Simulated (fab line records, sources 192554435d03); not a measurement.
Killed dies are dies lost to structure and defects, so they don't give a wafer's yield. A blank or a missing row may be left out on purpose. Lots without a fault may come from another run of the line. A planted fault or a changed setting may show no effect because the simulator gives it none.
One fault seen from 2 desks | flow n5_finfet | each desk has only its own numbers; what lay behind them comes last

THE TOOL OWNER'S DESK: rie_diel-06
The tool's own readings at N5_HKMG_FIN_ETCH_67 (etches SOC in N2/H2, stops on TiN, target depth 388.9 nm): means of the sampled wafers that have a number, for each lot that ran on this tool. A lot is out of limits, marked OUT, if its mean lies more than 4 standard deviations from the usual mean; the brackets give that distance. Of its 8 readings 7 are shown: those that lie furthest out on some lot.
Columns: A = chamber_pressure_mTorr at N5_HKMG_FIN_ETCH_67, usual 29.995 mTorr; B = drypump_motor_current_A at N5_HKMG_FIN_ETCH_67, usual 5.9 A; C = oes_product_au at N5_HKMG_FIN_ETCH_67, usual 0.82 a.u.; D = rf_fwd_power_W at N5_HKMG_FIN_ETCH_67, usual 844 W; E = rf_vpp_V at N5_HKMG_FIN_ETCH_67, usual 241.0 V; F = showerhead_plenum_p_Torr at N5_HKMG_FIN_ETCH_67, usual 2.57 Torr; G = throttle_valve_pct at N5_HKMG_FIN_ETCH_67, usual 17.81 %
lot  | first seen here | A      | B   | C    | D   | E     | F    | G
L588 | day 6 19:28     | 30.012 | 6.1 | 0.93 | 843 | 240.7 | 2.53 | 17.87
This desk's finding: nothing out of limits on the one lot.

THE METROLOGY DESK
What the gauges read, lot by lot, whatever tool the lot ran on: means of the sampled wafers that have a number. A lot is out of limits, marked OUT, if its mean lies more than 4 standard deviations from the usual mean; the brackets give that distance. Of its 10 readings 7 are shown: those that lie furthest out on some lot.
Columns: A = DIBL_N at N5_BEOL_M4_RC_MEAS_101, usual 36.9 mV/V; B = DIBL_P at N5_BEOL_M4_RC_MEAS_101, usual 37.3 mV/V; C = IOFF_N at N5_BEOL_M4_RC_MEAS_101, usual 0.16 nA/um; D = IOFF_P at N5_BEOL_M4_RC_MEAS_101, usual 0.22 nA/um; E = SS_N at N5_BEOL_M4_RC_MEAS_101, usual 71.6 mV/dec; F = SS_P at N5_BEOL_M4_RC_MEAS_101, usual 73.4 mV/dec; G = VT_P at N5_BEOL_M4_RC_MEAS_101, usual -250 mV
lot  | first seen here | A    | B    | C    | D    | E    | F    | G
L581 | day 8 18:35     | 35.9 | 37.2 | 0.16 | 0.22 | 72.1 | 72.9 | -249
L588 | day 10 09:26    | 38.1 | 38.7 | 0.18 | 0.28 | 71.9 | 73.6 | -245
L599 | day 13 20:00    | 39.2 | 40.6 | 0.20 | 0.26 | 72.8 | 74.4 | -250
L601 | day 13 22:55    | 36.2 | 36.1 | 0.13 | 0.19 | 71.1 | 72.3 | -251
This desk's finding: nothing out of limits on any of the 4 lots.

PUT TOGETHER
The tool owner's desk saw nothing out of limits.
The metrology desk saw nothing out of limits.

WHAT THE SIMULATOR HAD PUT IN
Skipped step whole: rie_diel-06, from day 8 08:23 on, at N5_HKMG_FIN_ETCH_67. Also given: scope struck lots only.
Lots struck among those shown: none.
